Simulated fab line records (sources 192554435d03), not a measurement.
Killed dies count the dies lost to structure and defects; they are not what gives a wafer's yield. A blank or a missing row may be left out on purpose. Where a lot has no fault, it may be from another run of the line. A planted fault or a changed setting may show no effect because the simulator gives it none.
Matching of chambers + flow n5_finfet + 4 sister chambers for N5_BEOL_M2_CMP_52 on cmp-04
The step polishes, stops on SiOC, t overpolish 6.8 s, target thk 40 nm. 16 wafers are shown with their chamber, then 8 later ones without.

== WAFERS PAIRED WITH THEIR CHAMBERS ==
| wafer  | chamber | motor_current_A (A) | overpolish_run_s (s) | time_to_endpoint_s (s) |
|--------|---------|---------------------|----------------------|------------------------|
| L077.2 | 0       | 5.1                 | 6.792                | 63.7                   |
| L077.4 | 3       | 5.0                 | 6.795                | 62.2                   |
| L077.5 | 1       | 5.1                 | 6.807                | 61.8                   |
| L079.3 | 2       | 5.5                 | 6.787                | 61.6                   |
| L079.4 | 3       | 4.7                 | 6.813                | 61.4                   |
| L079.6 | 3       | 5.0                 | 6.787                | 61.3                   |
| L081.1 | 3       | 4.8                 | 6.798                | 62.2                   |
| L081.2 | 1       | 4.8                 | 6.818                | 59.4                   |
| L081.5 | 0       | 5.0                 | 6.783                | 60.2                   |
| L084.1 | 1       | 5.0                 | 6.812                | 60.9                   |
| L084.3 | 3       | 4.7                 | 6.789                | 61.5                   |
| L084.4 | 0       | 5.4                 | 6.800                | 61.1                   |
| L090.1 | 0       | 5.3                 | 6.811                | 59.3                   |
| L090.2 | 3       | 4.8                 | 6.794                | 58.0                   |
| L090.4 | 2       | 5.7                 | 6.796                | 57.5                   |
| L092.1 | 2       | 5.7                 | 6.798                | 57.3                   |

SIGNATURES (means of the wafers above)
| reading            | chamber 0 | chamber 1 | chamber 2 | chamber 3 | scatter within a chamber |
|--------------------|-----------|-----------|-----------|-----------|--------------------------|
| motor_current_A    | 5.200     | 4.967     | 5.633     | 4.833     | 0.149                    |
| overpolish_run_s   | 6.79650   | 6.81233   | 6.79367   | 6.79600   | 0.00905                  |
| time_to_endpoint_s | 61.075    | 60.700    | 58.800    | 61.100    | 1.78                     |
Rule: for a wafer and a chamber, the distance is found by dividing, reading by reading, the gap between the wafer's reading and the chamber's mean by the reading's scatter, squaring, summing and taking the root. The wafer belongs to the nearest chamber; if the next one is less than 2 further off, it can't be placed. The scatter is the square root of a quotient: the sum, over the shown wafers, of each reading's squared deviation from its chamber's mean, divided by wafers minus chambers.

== WAFERS MISSING THEIR CHAMBER ==
| wafer  | motor_current_A (A) | overpolish_run_s (s) | time_to_endpoint_s (s) |
|--------|---------------------|----------------------|------------------------|
| L092.2 | 5.1                 | 6.805                | 58.7                   |
| L092.6 | 5.0                 | 6.789                | 56.6                   |
| L093.1 | 5.6                 | 6.798                | 59.6                   |
| L093.3 | 5.0                 | 6.787                | 60.1                   |
| L093.6 | 5.1                 | 6.811                | 59.7                   |
| L095.1 | 5.2                 | 6.795                | 62.2                   |
| L095.2 | 5.2                 | 6.807                | 60.4                   |
| L095.5 | 4.6                 | 6.804                | 61.6                   |

== WHICH CHAMBER EACH ONE RAN IN ==
| wafer  | from the rows above               | in truth |
|--------|-----------------------------------|----------|
| L092.2 | can't be placed: 1 or 0 or 3      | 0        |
| L092.6 | can't be placed: 3 or 0 or 1 or 2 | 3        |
| L093.1 | 2                                 | 2        |
| L093.3 | can't be placed: 3 or 0 or 1      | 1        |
| L093.6 | can't be placed: 1 or 0 or 3      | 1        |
| L095.1 | can't be placed: 0 or 3 or 1      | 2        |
| L095.2 | can't be placed: 0 or 1 or 3      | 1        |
| L095.5 | can't be placed: 3 or 1           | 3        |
1 of 8 placed correctly. Cannot be placed on the basis of these rows: 7; the candidates contain the true chamber in 6. Placed wrongly: 0.
